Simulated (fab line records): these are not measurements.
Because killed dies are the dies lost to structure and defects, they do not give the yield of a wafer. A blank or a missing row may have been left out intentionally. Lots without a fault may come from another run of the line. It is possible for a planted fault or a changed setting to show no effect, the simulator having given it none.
Chamber matching -- flow n5 finfet -- 4 sister chambers for N5_BEOL_M7_STRIP_19 on rie diel-04
The step strips in O2. 4 wafers are shown with their chamber, then 9 later ones without.

== WAFERS WITH THEIR CHAMBER ==
wafer,chamber,drypump motor current A (A)
L083.5,0,5.6
L084.5,1,4.9
L086.5,3,5.2
L086.6,2,5.3

== WAFERS WITHOUT THEIR CHAMBER ==
wafer,drypump motor current A (A)
L090.1,5.7
L090.3,4.9
L090.6,4.8
L096.1,4.9
L096.2,5.2
L096.3,5.6
L097.1,5.2
L097.2,5.6
L097.5,5.3

== THE CHAMBER EACH PASSED THROUGH ==
wafer,from the rows above,in truth
L090.1,0,0
L090.3,1,1
L090.6,1,1
L096.1,1,1
L096.2,3,3
L096.3,0,0
L097.1,3,3
L097.2,0,0
L097.5,2,2
9 of 9 placed correctly. Number that these rows cannot place: 0. Wrongly placed: 0.
How it was worked out, from the rows above alone: a wafer's distance from a chamber is the root of the sum, over the readings, of the square of ((its reading less the chamber's mean) divided by the reading's scatter). If the next closest chamber is less than 2 further off than the closest, the wafer can't be placed; otherwise it belongs to the closest. The mean given for a chamber averages the wafers shown for that chamber. The scatter (one wafer shown for each chamber): square how far every hidden wafer sits from the nearest shown wafer, average those squares and take the square root.
